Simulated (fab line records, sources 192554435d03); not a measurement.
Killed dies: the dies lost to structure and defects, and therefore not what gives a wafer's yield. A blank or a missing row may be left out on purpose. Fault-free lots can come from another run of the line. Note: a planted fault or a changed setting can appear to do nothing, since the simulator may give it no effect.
Struck lot and sound lot, side by side || flow n5Finfet || 29 steps out of a route of 1938
Sound: wafers L401.2, L401.3, L401.4. Wafers struck: L407.2, L407.3, L407.5. The cause is given at the end.
Each step with rows lists, per side, the tool, then ch with its chambers, then its first start. Under that, the readings that differ: sound wafers || struck wafers || difference of the means || sigmas: that difference in standard deviations of wafers without a fault.
alike: readings with means less than 2 such deviations apart, plus words and numbers identical on both sides. not compared: withheld readings, readings lacking a value on some wafer, bounds such as >300 that could conceal the same value, and numbers that have no deviation in the record and whose values overlap.
Wherever a step has rows on one side only, a row that says differs or no value, or a row with sigmas, the two part there. When numbers do not overlap yet have no deviation, they are printed without sigmas and do not part them. A reading missing from all wafers of one side parts the sides only when that side holds two or more wafers.

first, 9 steps without rows for these wafers: N5_BEOL_M15_COAT_22 (resist thk 800 nm); N5_BEOL_M15_EBR_24; N5_BEOL_M15_SOFTBAKE_23 (time 60 s); N5_BEOL_M15_EXPOSE_25 (exposes mask M15, target cd 400 nm); N5_BEOL_M15_PEB_26 (peb time 90 s); N5_BEOL_M15_DEVELOP_27 (develop time 45 s); N5_BEOL_M15_HARDBAKE_32 (time 120 s); N5_BEOL_M15_DESCUM_33 (chemistry O2, time 7.9 s); N5_BEOL_M15_ETCH_61 (etches BARC in N2/H2, target depth 89 nm, overetch 26.7 nm, time 67.9 s).
N5_BEOL_M15_TRENCH_ETCH_34: etches SiO2 in C4F8/O2/Ar, target depth 872.93 nm, time 199 s.
  sound on rieDiel-02 ch 0,2,3, day 15 07:19; struck on rieDiel-02 ch 1,2,3, day 16 19:53
{"reading": "timeS (s)", "sound": "199 199 199", "struck": "139.3 139.3 139.3", "difference": -59.7, "sigmas": ""}
{"reading": "model.etch.depthNm (nm)", "sound": "876.3 873.2 861.2", "struck": "622.3 623.2 621.8", "difference": -247.8, "sigmas": ""}
{"reading": "model.coat_of_BEOL_M15_COAT_22.thkNm (nm)", "sound": "542 541.6 547.8", "struck": "598.6 597.4 594.6", "difference": "+53.1", "sigmas": ""}
  alike: C4F8_flow_sccm, chamberPressureMTorr, drypumpMotorCurrentA, oes_o_777_au, oesProductAu, rfVppV, showerheadPlenumPTorr, throttleValvePct
  not compared: rfHoursCounterH
then, 13 steps without rows for these wafers: N5_BEOL_M15_STRIP_36 (strips in O2); N5_BEOL_M15_STRIP_62 (strips in O2); N5_BEOL_M15_STRIP_37 (strips in O2); N5_BEOL_M15_ETCH_38 (etches SiCN in CF4/N2, target depth 106.4 nm, time 120.5 s); N5_BEOL_M15_PRECLEAN_39 (cleans in residue remover, time 60 s); N5_BEOL_M15_SRD_40 (time 30 s, dry time 30 s); N5_BEOL_M15_DEGAS_41 (time 60 s); N5_BEOL_M15_PRE_CLEAN_42 (time 30 s); N5_BEOL_M15_SPUTTER_43 (material TaN, target thk 15 nm, time 24.19 s); N5_BEOL_M15_SPUTTER_44 (material Ta, target thk 15 nm, time 24.19 s); N5_BEOL_M15_SPUTTER_45 (material Cu, target thk 100 nm, time 16.67 s); N5_BEOL_M15_ECD_47 (material Cu, target thk 1860 nm); N5_BEOL_M15_ANNEAL_48 (time 90 s).
N5_BEOL_M15_CMP_49: polishes, stops on SiO2, t overpolish 4.9 s, target thk 850 nm.
  sound on cmp-02 ch 0,1,3, day 15 11:14; struck on cmp-02 ch 1,3, day 16 23:59
{"reading": "model.Cu_of_BEOL_M15_ECD_47.thkNm (nm)", "sound": "853.2 851.6 837", "struck": "597.4 599.4 597.4", "difference": -249.2, "sigmas": ""}
  alike: headPressurePsi, motorCurrentA
N5_BEOL_M15_THK_MEAS_50: measures by xrf.
  struck on filmMetro-02, day 17 00:14; sound on filmMetro-01, day 15 11:37
{"reading": "M15_THK (nm)", "sound": "866 864 851", "struck": "609 615 610", "difference": -249, "sigmas": -16}
then, 2 steps without rows for these wafers: N5_BEOL_M15_PRE_CLEAN_52 (time 15 s); N5_BEOL_M15_DEP_53 (deposits SiCN from 3MS/NH3, target thk 50 nm, time 17.8 s).
N5_BEOL_M15_RS_MEAS_54: a four-point-probe measurement.
  struck on filmMetro-02, day 17 00:22; sound on filmMetro-01, day 15 11:44
{"reading": "M15_RS (ohm/sq)", "sound": "0.0214 0.0215 0.0218", "struck": "0.0308 0.0308 0.0308", "difference": "+0.0092", "sigmas": "+26"}
N5_PASSIVATION_PROBE_49:
  struck on prober-02, day 17 13:38; sound on prober-02, day 16 03:07
{"reading": "sort_bin_8_speed (%)", "sound": "0 0 0", "struck": "0.08 0.17 0.25", "difference": "+0.17", "sigmas": "+24"}
  alike: defectLimitedYield, killed_at_M0_to_M3, killed_at_M4_up, killedAtContacts, killedAtFrontEnd, killedAtOther, killedDies, killedOpen, killedShort, sort_bin_5_function, sort_bin_6_memory, sortNPass

WHERE THEY PART
Earliest at N5_BEOL_M15_THK_MEAS_50; latest, in this record, at N5_PASSIVATION_PROBE_49.

WHY: whatever the simulator had introduced
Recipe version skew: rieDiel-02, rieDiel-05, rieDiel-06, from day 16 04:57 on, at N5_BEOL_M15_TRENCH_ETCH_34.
